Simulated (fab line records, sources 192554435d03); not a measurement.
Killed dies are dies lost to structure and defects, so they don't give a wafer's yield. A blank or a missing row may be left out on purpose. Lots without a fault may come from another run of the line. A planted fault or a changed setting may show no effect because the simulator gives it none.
Chamber matching | flow n5_finfet | N5_GATE_CUT_PECVD_57 on pecvd-03: 3 sister chambers
The step deposits SiNx from SiH4/NH3/N2, target thk 21 nm. 14 wafers are shown with their chamber, then 7 later ones without.

WAFERS WITH THEIR CHAMBER
wafer  | chamber | throttle_valve_pct (%) | showerhead_plenum_p_Torr (Torr) | showerhead_vpp_V (V)
L074.1 | 0       | 39.3                   | 5.08                            | 1021
L074.2 | 2       | 37.6                   | 5.13                            | 1054
L074.3 | 1       | 41.7                   | 5.16                            | 1023
L082.1 | 1       | 41.7                   | 5.16                            | 1039
L082.4 | 1       | 41.6                   | 5.15                            | 1041
L082.6 | 2       | 38.0                   | 5.14                            | 1045
L085.1 | 1       | 41.9                   | 5.16                            | 1053
L085.2 | 0       | 39.4                   | 5.07                            | 1024
L085.3 | 2       | 38.0                   | 5.13                            | 1048
L086.3 | 0       | 39.5                   | 5.07                            | 1023
L086.4 | 1       | 41.7                   | 5.16                            | 1036
L086.6 | 0       | 39.8                   | 5.07                            | 996
L089.2 | 1       | 41.5                   | 5.15                            | 1030
L089.4 | 0       | 39.5                   | 5.07                            | 1022

SIGNATURES (means of the wafers above)
reading                  | chamber 0 | chamber 1 | chamber 2 | scatter within a chamber
throttle_valve_pct       | 39.500    | 41.683    | 37.867    | 0.175
showerhead_plenum_p_Torr | 5.0720    | 5.1567    | 5.1333    | 0.00505
showerhead_vpp_V         | 1017.20   | 1037.00   | 1049.00   | 10.1
Rule: a wafer's distance from a chamber is the root of the sum, over the readings, of the square of ((its reading less the chamber's mean) divided by the reading's scatter). The wafer belongs to the nearest chamber; if the next one is less than 2 further off, it can't be placed. The scatter: the root of (the sum of the squares of (reading less its chamber's mean) over the shown wafers, divided by (wafers less chambers)).

WAFERS WITHOUT THEIR CHAMBER
wafer  | throttle_valve_pct (%) | showerhead_plenum_p_Torr (Torr) | showerhead_vpp_V (V)
L089.5 | 41.4                   | 5.16                            | 1012
L091.1 | 37.9                   | 5.14                            | 1052
L091.5 | 40.0                   | 5.08                            | 1029
L091.6 | 37.6                   | 5.12                            | 1048
L096.1 | 39.7                   | 5.07                            | 1015
L096.4 | 41.4                   | 5.16                            | 1020
L096.6 | 39.9                   | 5.07                            | 1007

WHICH CHAMBER EACH WENT THROUGH
wafer  | from the rows above | in truth
L089.5 | 1                   | 1
L091.1 | 2                   | 2
L091.5 | 0                   | 0
L091.6 | 2                   | 2
L096.1 | 0                   | 0
L096.4 | 1                   | 1
L096.6 | 0                   | 0
Placed correctly: 7 of 7. Can't be placed from these rows: 0. Placed wrongly: 0.
